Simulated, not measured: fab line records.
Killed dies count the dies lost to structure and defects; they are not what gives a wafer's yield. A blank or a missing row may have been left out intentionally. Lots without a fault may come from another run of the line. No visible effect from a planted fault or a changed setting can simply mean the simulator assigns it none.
Matching of chambers + flow n5_finfet + N5_BEOL_M13_ETCH_68 on rie_diel-03 has 4 sister chambers
The step etches SOC in N2/H2, time 355 s. 4 wafers are shown with their chamber, then 12 later ones without.

## WAFERS, EACH WITH ITS CHAMBER
| wafer  | chamber | showerhead_plenum_p_Torr (Torr) |
|--------|---------|---------------------------------|
| L088.3 | 3       | 2.58                            |
| L088.4 | 2       | 2.53                            |
| L092.1 | 0       | 2.43                            |
| L092.6 | 1       | 2.63                            |

## WAFERS WITH NO CHAMBER GIVEN
| wafer  | showerhead_plenum_p_Torr (Torr) |
|--------|---------------------------------|
| L094.1 | 2.53                            |
| L094.2 | 2.63                            |
| L094.6 | 2.53                            |
| L097.1 | 2.53                            |
| L097.2 | 2.57                            |
| L097.5 | 2.52                            |
| L093.1 | 2.52                            |
| L093.2 | 2.63                            |
| L093.3 | 2.57                            |
| L093.4 | 2.63                            |
| L093.5 | 2.57                            |
| L093.6 | 2.52                            |

## WHICH CHAMBER EACH WENT THROUGH
| wafer  | from the rows above | in truth |
|--------|---------------------|----------|
| L094.1 | 2                   | 2        |
| L094.2 | 1                   | 1        |
| L094.6 | 2                   | 2        |
| L097.1 | 2                   | 2        |
| L097.2 | 3                   | 3        |
| L097.5 | 2                   | 2        |
| L093.1 | 2                   | 2        |
| L093.2 | 1                   | 1        |
| L093.3 | 3                   | 3        |
| L093.4 | 1                   | 1        |
| L093.5 | 3                   | 3        |
| L093.6 | 2                   | 2        |
Correctly placed: 12 of 12. Not placeable from these rows: 0. Placed wrongly: 0.
How it was worked out, from the rows above alone: a wafer's distance from a chamber is the root of the sum, over the readings, of the square of ((its reading less the chamber's mean) divided by the reading's scatter). The wafer belongs to the nearest chamber; if the next one is less than 2 further off, it can't be placed. Each chamber's mean is taken over the wafers shown for it. The scatter: root of mean squared gap, hidden wafer to nearest shown wafer, with one shown wafer a chamber.
